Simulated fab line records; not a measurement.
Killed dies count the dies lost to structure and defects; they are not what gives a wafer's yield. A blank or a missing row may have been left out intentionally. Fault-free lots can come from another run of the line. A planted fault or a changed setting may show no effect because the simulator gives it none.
fab line records ; flow nand-harc ; part 2 of 2: steps 5 to 6 of 6
record lots=22; wafers=66; last-day=33
route steps=1302 shown P_CONTACT@218 P_M0@267
lots untouched by any fault: they come from a run of this same line in which no faults occurred
start-h: the number of hours between the record's first day and the start of the first shown wafer of the lot ; wait-h: hours elapsed since this lot's preceding step ; " same as the row above ; L1.1+2: several wafers, shown together as one row ; - either no value or no given start ; * or withheld: withheld ; < > ~ a bound
route shown NAME@n: a module of which the file shows steps, and the number in the route of the first ; usual: mean/standard deviation taken from wafers without a fault ; same: alike in all rows ; chamber/n: place in a boat ; sites: per-site readings ; _std_site: their standard deviation ; _edge_site: the outer-site mean with the inner-site mean subtracted ; radius-mm: how far each site lies from the wafer's centre ; mask NAME#n: copy n ; behind: the last tool/chamber to shape the wafer ; hold: why the lot went on hold/how many hours it stayed there/how the hold came to an end ; device: transistor that didn't switch, given as n, p or np ; end of line: the same wafers' tests at the end of the route ; where a step has no rows: the recipe by itself ; killed: dies that structure and defects cost at the first sort, which is not the same as the wafer's yield ; map: dies across one wafer; x = killed, . = not, _ = none there
set.NAME: setting as actually run; set.NAME@STEP: the setting as run at that earlier step ; model.NAME: the simulator's own value behind a step, which no gauge read
steps of the route over a sample of lots; a table a step, a row a wafer
services: the hour from which a tool's chamber was out of use, counted from the record's first day as start-h (under 0 if before that day), plus the number of hours and why
## steps
# step NHARC_P_CONTACT_DEGAS_38
# recipe temp-c=300; time-s=60
# usual heater-power-w=464/61
lot.wafer;tool;chamber;start-h;wait-h;heater-power-w
L075.1;pvd-sputter-01;-;132.15;-;434
L075.4;pvd-sputter-01;-;132.15;-;431
L075.5;pvd-sputter-01;-;132.15;-;437
L074.4;pvd-sputter-02;-;132.52;-;392
L074.3;pvd-sputter-02;-;132.52;-;390
L074.5;pvd-sputter-02;-;132.52;-;395
L076.1;pvd-sputter-02;-;144.52;-;375
L076.4;pvd-sputter-02;-;144.52;-;470
L076.3;pvd-sputter-02;-;144.52;-;396
L078.1;pvd-sputter-03;-;164.79;-;502
L078.4;pvd-sputter-03;-;164.79;-;484
L078.6;pvd-sputter-03;-;164.79;-;583
L079.2;pvd-sputter-02;-;171.83;-;396
L079.1;pvd-sputter-02;-;171.83;-;378
L079.6;pvd-sputter-02;-;171.83;-;473
L080.2;pvd-sputter-02;-;179.90;-;381
L080.1;pvd-sputter-02;-;179.90;-;551
L080.3;pvd-sputter-02;-;179.90;-;469
L081.1;pvd-sputter-03;-;186.67;-;593
L081.3;pvd-sputter-03;-;186.67;-;516
L081.5;pvd-sputter-03;-;186.67;-;590
L082.1;pvd-sputter-02;-;197.71;-;576
L082.3;pvd-sputter-02;-;197.71;-;392
L082.4;pvd-sputter-02;-;197.71;-;379
L083.2;pvd-sputter-01;-;209.99;-;512
L083.4;pvd-sputter-01;-;209.99;-;452
L083.5;pvd-sputter-01;-;209.99;-;468
L084.1;pvd-sputter-01;-;222.03;-;462
L084.4;pvd-sputter-01;-;222.03;-;438
L084.3;pvd-sputter-01;-;222.03;-;448
L086.4;pvd-sputter-02;-;235.25;-;565
L086.1;pvd-sputter-02;-;235.25;-;378
L086.6;pvd-sputter-02;-;235.25;-;465
L087.1;pvd-sputter-02;-;262.82;-;461
L087.3;pvd-sputter-02;-;262.82;-;393
L087.4;pvd-sputter-02;-;262.82;-;560
L089.1;pvd-sputter-01;-;263.79;-;487
L089.2;pvd-sputter-01;-;263.79;-;450
L089.6;pvd-sputter-01;-;263.79;-;475
L088.3;pvd-sputter-02;-;266.29;-;392
L088.4;pvd-sputter-02;-;266.29;-;568
L088.6;pvd-sputter-02;-;266.29;-;401
L090.4;pvd-sputter-02;-;282.87;-;573
L090.3;pvd-sputter-02;-;282.87;-;471
L090.5;pvd-sputter-02;-;282.87;-;558
L091.1;pvd-sputter-01;-;287.52;-;466
L091.2;pvd-sputter-01;-;287.52;-;460
L091.6;pvd-sputter-01;-;287.52;-;482
L092.2;pvd-sputter-02;-;297.91;-;472
L092.1;pvd-sputter-02;-;297.91;-;412
L092.6;pvd-sputter-02;-;297.91;-;471
L093.1;pvd-sputter-02;-;306.49;-;406
L093.5;pvd-sputter-02;-;306.49;-;478
L093.6;pvd-sputter-02;-;306.49;-;393
L094.1;pvd-sputter-02;-;325.52;-;397
L094.4;pvd-sputter-02;-;325.52;-;470
L094.6;pvd-sputter-02;-;325.52;-;404
L095.1;pvd-sputter-03;-;329.96;-;404
L095.3;pvd-sputter-03;-;329.96;-;584
L095.5;pvd-sputter-03;-;329.96;-;451
L096.4;pvd-sputter-01;-;335.13;-;493
L096.1;pvd-sputter-01;-;335.13;-;450
L096.2;pvd-sputter-01;-;335.13;-;468
L097.4;pvd-sputter-01;-;349.47;-;461
L097.1;pvd-sputter-01;-;349.47;-;500
L097.6;pvd-sputter-01;-;349.47;-;462
# step NHARC_P_M0_ETCH_34
# recipe target-depth-a=400; overetch-a=120; time-s=43.94; ion-energy-ev=200; n2-flow-sccm=150; h2-flow-sccm=150; ar-flow-sccm=0; rf-w=400; bias-w=150; chemistry=N2/H2
# usual chamber-pressure-mTorr=29.995/0.025; drypump-motor-current-A=5.7/0.37; h2-flow-sccm=150.0/0.45; oes-product-au=1.001/0.0099; rf-vpp-V=429.7/2.4; showerhead-plenum-p-Torr=2.01/0.079; throttle-valve-pct=14.171/0.0091
lot.wafer;tool;chamber;start-h;wait-h;chamber-pressure-mTorr;drypump-motor-current-A;h2-flow-sccm;oes-product-au;rf-hours-counter-h;rf-vpp-V;showerhead-plenum-p-Torr;throttle-valve-pct
L075.1;rie-diel-12;0;134.72;0.1;29.972;4.9;150.4;0.997;8;428.7;1.98;14.169
L075.4;rie-diel-12;2;134.72;0.1;29.987;5.7;149.9;1.001;-;428.3;1.92;14.173
L075.5;rie-diel-12;1;134.72;0.1;29.997;5.9;149.9;1.001;-;431.3;2.03;14.194
L074.3;rie-diel-12;2;135.23;0.1;30.022;5.7;149.9;1.007;8;426.4;1.92;14.155
L074.5;rie-diel-12;1;135.23;0.1;29.974;5.9;150.1;1.007;-;429.8;2.03;14.182
L074.4;rie-diel-12;2;135.23;0.1;29.946;5.7;149.8;1.009;-;426.5;1.92;14.160
L076.1;rie-diel-12;3;147.21;0.1;29.973;5.9;150.2;0.994;0;432.4;2.13;14.181
L076.4;rie-diel-12;0;147.21;0.1;30.015;4.9;149.4;1.008;13;427.5;1.98;14.184
L076.3;rie-diel-12;2;147.21;0.1;29.995;5.7;150.4;1.017;13;427.5;1.92;14.165
L078.1;rie-diel-12;0;168.15;0.1;29.993;4.9;150.2;1.011;19;428.6;1.97;14.171
L078.4;rie-diel-12;1;168.15;0.1;30.037;5.9;150.4;1.008;18;431.1;2.03;14.175
L078.6;rie-diel-12;0;168.15;0.1;29.963;4.9;150.0;1.023;-;428.4;1.97;14.174
L079.2;rie-diel-03;2;174.87;0.1;29.971;6.0;150.3;0.990;16;433.6;2.11;14.188
L079.1;rie-diel-03;3;174.87;0.1;29.998;5.8;149.8;0.990;18;429.4;1.99;14.180
L079.6;rie-diel-03;0;174.87;0.1;29.997;6.2;149.9;0.975;-;429.1;1.98;14.172
L080.3;rie-diel-12;1;182.48;0.1;30.009;5.9;150.6;1.006;20;428.5;2.03;14.153
L080.1;rie-diel-12;3;182.48;0.1;29.964;5.9;150.5;1.006;6;431.9;2.13;14.187
L080.2;rie-diel-12;0;182.48;0.1;29.995;4.9;149.8;1.006;20;429.5;1.97;14.173
L081.1;rie-diel-12;2;189.39;0.1;29.998;5.7;149.4;0.999;22;427.4;1.92;14.167
L081.3;rie-diel-12;0;189.39;0.1;30.005;4.9;149.9;0.996;23;430.5;1.97;14.185
L081.5;rie-diel-12;0;189.39;0.1;30.019;4.9;149.6;1.003;-;429.2;1.97;14.170
L082.1;rie-diel-03;3;200.38;0.1;30.003;5.8;150.2;0.999;27;427.5;1.99;14.184
L082.4;rie-diel-03;0;200.38;0.1;29.984;6.1;150.8;0.991;28;427.4;1.98;14.177
L082.3;rie-diel-03;1;200.38;0.1;29.976;5.6;149.0;0.992;22;432.0;2.10;14.179
L083.2;rie-diel-03;2;213.06;0.1;30.020;6.0;149.9;1.006;27;432.6;2.10;14.172
L083.4;rie-diel-03;0;213.06;0.1;29.990;6.1;149.4;0.984;32;428.7;1.98;14.154
L083.5;rie-diel-03;2;213.06;0.1;30.027;6.0;149.6;0.993;-;433.1;2.10;14.179
L084.1;rie-diel-06;3;224.58;0.1;29.980;5.4;150.2;1.003;31;424.6;1.88;14.180
L084.4;rie-diel-06;0;224.58;0.1;30.023;5.4;150.4;0.978;28;433.5;2.21;14.159
L084.3;rie-diel-06;2;224.58;0.1;29.983;5.7;150.0;1.006;33;426.9;1.88;14.174
L086.1;rie-diel-12;1;237.96;0.1;29.961;6.0;149.1;0.990;31;431.3;2.03;14.178
L086.4;rie-diel-12;3;237.96;0.1;29.962;5.9;150.0;1.008;15;432.3;2.13;14.171
L086.6;rie-diel-12;1;237.96;0.1;30.034;5.9;149.7;0.996;-;430.1;2.03;14.177
L087.1;rie-diel-12;0;265.65;0.1;30.000;4.9;150.3;1.012;37;427.2;1.97;14.177
L087.3;rie-diel-12;2;265.65;0.1;30.017;5.7;150.6;1.002;36;427.4;1.91;14.179
L087.4;rie-diel-12;3;265.65;0.1;29.967;5.9;149.2;1.000;22;433.4;2.13;14.173
L089.1;rie-diel-12;2;266.50;0.1;30.028;5.7;149.3;1.000;36;426.2;1.91;14.174
L089.2;rie-diel-12;0;266.50;0.1;30.021;4.9;149.9;1.010;37;428.1;1.97;14.169
L089.6;rie-diel-12;2;266.50;0.1;29.987;5.7;149.6;1.001;-;426.0;1.91;14.163
L088.3;rie-diel-03;2;268.91;0.1;29.995;6.0;149.5;0.999;43;431.3;2.10;14.175
L088.4;rie-diel-03;3;268.91;0.1;30.027;5.9;150.1;0.996;49;428.1;1.98;14.170
L088.6;rie-diel-03;2;268.91;0.1;30.014;6.1;150.2;1.007;-;430.3;2.10;14.170
L090.4;rie-diel-12;0;286.03;0.1;29.957;4.9;150.8;0.998;2;428.0;1.97;14.173
L090.3;rie-diel-12;1;286.03;0.1;29.971;5.9;150.5;1.006;2;429.1;2.02;14.186
L090.5;rie-diel-12;3;286.03;0.1;29.981;5.9;150.8;0.999;-;432.2;2.13;14.189
L091.2;rie-diel-06;3;290.20;0.1;30.035;5.4;151.0;1.006;58;425.4;1.87;14.171
L091.1;rie-diel-06;1;290.20;0.1;30.050;4.9;150.2;1.007;48;429.0;2.00;14.160
L091.6;rie-diel-06;3;290.20;0.1;30.032;5.4;150.6;1.008;-;425.2;1.87;14.169
L092.1;rie-diel-03;1;300.60;0.1;29.983;5.7;149.6;1.012;3;430.8;2.09;14.171
L092.2;rie-diel-03;2;300.60;0.1;29.990;6.0;150.5;1.001;2;432.8;2.09;14.165
L092.6;rie-diel-03;2;300.60;0.1;29.995;6.1;150.8;1.012;-;432.2;2.09;14.180
L093.1;rie-diel-03;0;309.25;0.1;30.022;6.1;149.5;0.993;3;427.1;1.97;14.174
L093.5;rie-diel-03;3;309.25;0.1;30.058;5.9;150.7;0.996;-;428.3;1.98;14.167
L093.6;rie-diel-03;0;309.25;0.1;29.977;6.2;150.0;0.996;-;428.6;1.96;14.162
L094.4;rie-diel-03;0;328.11;0.1;30.007;6.1;149.4;1.008;7;427.1;1.96;14.166
L094.1;rie-diel-03;2;328.11;0.1;29.987;6.0;150.3;1.005;8;431.3;2.09;14.167
L094.6;rie-diel-03;3;328.11;0.1;30.004;5.8;150.3;1.000;-;428.7;1.98;14.156
L095.3;rie-diel-03;1;332.54;0.1;30.001;5.7;150.7;1.016;9;432.0;2.09;14.168
L095.1;rie-diel-03;3;332.54;0.1;29.999;5.9;150.3;0.995;10;428.4;1.97;14.173
L095.5;rie-diel-03;1;332.54;0.1;30.015;5.6;150.4;1.015;-;431.7;2.09;14.157
L096.1;rie-diel-03;2;337.68;0.1;30.003;6.0;149.8;0.998;12;431.5;2.09;14.165
L096.2;rie-diel-03;3;337.68;0.1;29.986;5.8;150.5;0.981;12;427.8;1.97;14.180
L096.4;rie-diel-03;0;337.68;0.1;29.992;6.1;150.4;0.992;11;429.6;1.96;14.164
L097.1;rie-diel-12;2;352.15;0.1;30.021;5.7;150.0;1.002;15;425.1;1.91;14.170
L097.6;rie-diel-12;1;352.15;0.1;30.012;5.9;149.5;1.013;-;429.5;2.02;14.177
L097.4;rie-diel-12;2;352.15;0.1;29.980;5.7;149.8;0.998;-;428.1;1.91;14.178
## services
tool;chamber;start-h;hours;kind
pvd-sputter-02;-;108.08;10.0;pm
rie-diel-01;3;116.15;16.7;repair
rie-diel-11;2;121.75;11.2;repair
rie-diel-03;3;126.96;7.3;repair
rie-diel-11;1;145.52;2.6;repair
rie-diel-03;-;154.30;1.0;repair
pvd-sputter-02;-;159.49;12.2;repair
rie-diel-12;-;174.34;0.3;repair
rie-diel-12;1;178.44;1.3;repair
rie-diel-03;1;180.85;3.3;repair
pecvd-03;-;185.12;13.0;pm
rie-diel-08;-;190.80;9.0;pm
rie-diel-03;-;198.92;1.2;repair
rie-diel-11;0;202.45;3.7;repair
rie-diel-01;-;203.80;9.0;pm
rie-diel-12;0;232.95;4.6;repair
rie-diel-11;-;255.51;9.0;pm
rie-diel-12;-;268.40;9.0;pm
pvd-sputter-02;-;286.08;10.0;pm
rie-diel-12;1;303.13;10.8;repair
rie-diel-01;2;330.61;7.2;repair
rie-diel-12;-;337.04;2.0;repair
rie-diel-08;2;342.64;1.7;repair
rie-diel-12;0;352.12;11.8;repair
